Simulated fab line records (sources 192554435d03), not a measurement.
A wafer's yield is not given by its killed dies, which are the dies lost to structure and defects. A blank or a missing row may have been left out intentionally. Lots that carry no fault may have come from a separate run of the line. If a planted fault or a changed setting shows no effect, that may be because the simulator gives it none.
A lot that was struck, set against a sound lot -- flow n5 finfet -- 41 steps out of a route of 1938
Sound: these wafers, L951.3, L951.4, L951.6. The struck wafers were L946.1, L946.2, L946.5. The cause is given at the end.
Each step with rows lists, per side, the tool, then ch with its chambers, then its first start. Under that, the readings that differ: sound wafers -- struck wafers -- difference of the means -- sigmas: that difference in standard deviations of wafers without a fault.
alike: same words and numbers on both sides, and readings whose means sit less than 2 such deviations apart. not compared: any withheld reading, any reading some wafer has no value for, any bound like >300 that may hide the same value, and any number with overlapping values for which the record gives no deviation.
Wherever a step has rows on one side only, a row that says differs or no value, or a row with sigmas, the two part there. Numbers that have no deviation but don't overlap get no sigmas and don't part them. A reading that every wafer of one side lacks parts them only if that side has two wafers or more.

first, 2 steps without rows for these wafers: N5_BEOL_M3_PRECLEAN_42 (cleans in residue remover, time 60 s); N5_BEOL_M3_SRD_43 (time 30 s).
N5_BEOL_M3_CD_MEAS_35: target cd 18 nm, target cd y 21 nm.
  sound: cd sem-03 at day 11 20:53; struck: cd sem-03 at day 10 19:10
  alike: cd nm
then, 3 steps without rows for these wafers: N5_BEOL_M3_DEGAS_44 (time 60 s); N5_BEOL_M3_PRE_CLEAN_45 (time 30 s); N5_BEOL_M3_ALD_84 (deposits TaN, pulse time 2 s, purge time 3 s, co reactant purge time 2 s).
N5_BEOL_M3_SURFACE_TREAT_85:
  sound: pvd sputter-02 at day 11 21:36; struck: pvd sputter-01 at day 10 19:56
  not compared: pressure mtorr, throttle valve pct
then, 4 steps without rows for these wafers: N5_BEOL_M3_CVD_47 (deposits Co from CCTBA/H2, target thk 3 nm, time 223.8 s); N5_BEOL_M3_SPUTTER_48 (material Cu, target thk 4.5 nm, time 8.29 s); N5_BEOL_M3_ANNEAL_49 (time 240 s); N5_BEOL_M3_SPUTTER_79 (material Cu, target thk 4.5 nm, time 8.29 s).
N5_BEOL_M3_ANNEAL_80: time 240 s.
  sound: pvd sputter-01 at day 11 22:08; struck: pvd sputter-03 at day 10 21:13
  alike: heater power w, susceptor_temp_C_max
N5_BEOL_M3_SPUTTER_81: material Cu, target thk 4.5 nm, time 8.29 s.
  sound: pvd sputter-01 at day 11 22:16; struck: pvd sputter-03 at day 10 21:21
  alike: substrate temp c, throttle valve pct
then, 7 steps without rows for these wafers: N5_BEOL_M3_ANNEAL_82 (time 240 s); N5_BEOL_M3_SPUTTER_86 (material Cu, target thk 4.5 nm, time 8.29 s); N5_BEOL_M3_ANNEAL_87 (time 240 s); N5_BEOL_M3_SPUTTER_88 (material Cu, target thk 4.5 nm, time 8.29 s); N5_BEOL_M3_ANNEAL_89 (time 240 s); N5_BEOL_M3_SPUTTER_90 (material Cu, target thk 4.5 nm, time 8.29 s); N5_BEOL_M3_ANNEAL_91 (time 240 s).
N5_BEOL_M3_SPUTTER_92: material Cu, target thk 4.5 nm, time 8.29 s.
  sound: pvd sputter-01 at day 11 23:09; struck: pvd sputter-03 at day 10 22:14
  alike: substrate temp c, throttle valve pct
then, 5 steps without rows for these wafers: N5_BEOL_M3_ANNEAL_93 (time 240 s); N5_BEOL_M3_SPUTTER_94 (material Cu, target thk 4.5 nm, time 8.29 s); N5_BEOL_M3_ANNEAL_95 (time 240 s); N5_BEOL_M3_SPUTTER_96 (material Cu, target thk 4.5 nm, time 8.29 s); N5_BEOL_M3_ECD_50 (material Cu, target thk 300 nm).
N5_BEOL_M3_ANNEAL_51: time 90 s.
  sound on rtp anneal-02 ch 0, day 11 23:52; struck on rtp anneal-01 ch 0, day 10 22:52
  alike: anneal temp c, wafer_temp_C_max
then, 4 steps without rows for these wafers: N5_BEOL_M3_CMP_52 (polishes, stops on SiOC, t overpolish 6.8 s, target thk 40 nm); N5_BEOL_M3_PRE_CLEAN_60 (time 15 s); N5_BEOL_M3_CO_CAP_55 (material Co, precursor CCTBA/H2, target thk 2 nm, time 102.1 s); N5_BEOL_M3_PRE_CLEAN_56 (time 15 s).
N5_BEOL_M3_DEP_57: deposits SiCN from 3MS/NH3, target thk 8 nm, time 14 s.
  sound on pecvd-02 ch 0,1,2, day 12 00:34; struck on pecvd-02 ch 0,1,2, day 10 23:45
  alike: rf fwd power W, showerhead plenum p Torr, showerhead vpp V, throttle valve pct
N5_BEOL_M3_RS_MEAS_58: a four-point-probe measurement.
  sound: film metro-01 at day 12 00:38; struck: film metro-02 at day 10 23:49
  alike: M3_RS
then, 1 step without rows for these wafers: N5_BEOL_M4_ILD_DEP_00 (deposits SiOC from DEMS/O2, target thk 79 nm, time 15.3 s).
N5_BEOL_M4_THK_MEAS_01:
  sound: film metro-01 at day 12 00:46; struck: film metro-02 at day 10 23:57
  alike: M4_ILD_THK
then, 5 steps without rows for these wafers: N5_BEOL_M4_PECVD_72 (deposits SiO2 from TEOS/O2, target thk 16 nm, time 18 s); N5_BEOL_M4_HM_DEP_02 (deposits TiN, target thk 20 nm); N5_BEOL_M4_COAT_61 (time 60 s, resist thk 60 nm); N5_BEOL_M4_COAT_62 (time 60 s, resist thk 12 nm); N5_BEOL_M4_COAT_73 (time 60 s, resist thk 5 nm).
-- the record jumps here: 6 days lie between the struck wafers' starts before and after (it left off in module BEOL_M4 and takes up again in module PASSIVATION, whose first step shown is number 1936 of the route) --
N5_PASSIVATION_PROBE_49:
  rows exist in the record for the struck wafers here (prober-02, day 16 21:35), but not for the sound ones

WHERE THEY PART
Only at N5_PASSIVATION_PROBE_49, as far as this record shows.

WHY: what the simulator had put in
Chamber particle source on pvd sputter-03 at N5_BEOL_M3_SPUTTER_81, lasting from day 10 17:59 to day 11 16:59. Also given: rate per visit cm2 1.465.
